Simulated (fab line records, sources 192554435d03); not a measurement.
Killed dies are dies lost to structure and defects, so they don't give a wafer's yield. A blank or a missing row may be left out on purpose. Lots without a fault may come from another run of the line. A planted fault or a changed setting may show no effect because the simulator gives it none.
Chamber matching | flow n5_finfet | N5_BEOL_M3_ALD_84 on ald_metal-01: 4 sister chambers
The step deposits TaN, pulse time 2 s, purge time 3 s, co reactant purge time 2 s. 4 wafers are shown with their chamber, then 8 later ones without.

WAFERS WITH THEIR CHAMBER
wafer  | chamber | heater_power_w (W)
L080.4 | 2       | 417
L089.1 | 0       | 363
L089.4 | 1       | 446
L090.1 | 3       | 374

WAFERS WITHOUT THEIR CHAMBER
wafer  | heater_power_w (W)
L090.2 | 422
L090.5 | 349
L095.1 | 381
L095.3 | 368
L095.4 | 435
L096.1 | 442
L096.3 | 366
L096.5 | 390

WHICH CHAMBER EACH WENT THROUGH
wafer  | from the rows above          | in truth
L090.2 | 2                            | 2
L090.5 | can't be placed: 0 or 3      | 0
L095.1 | can't be placed: 3 or 0      | 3
L095.3 | can't be placed: 0 or 3      | 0
L095.4 | can't be placed: 1 or 2      | 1
L096.1 | 1                            | 1
L096.3 | can't be placed: 0 or 3      | 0
L096.5 | can't be placed: 3 or 0 or 2 | 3
Placed correctly: 2 of 8. Can't be placed from these rows: 6 (the true chamber is among the candidates in 6). Placed wrongly: 0.
How it was worked out, from the rows above alone: a wafer's distance from a chamber is the root of the sum, over the readings, of the square of ((its reading less the chamber's mean) divided by the reading's scatter). The wafer belongs to the nearest chamber; if the next one is less than 2 further off, it can't be placed. A chamber's mean is the mean of its shown wafers. The scatter: with one shown wafer a chamber, the root of the mean of the squares of how far each hidden wafer lies from its nearest shown one.
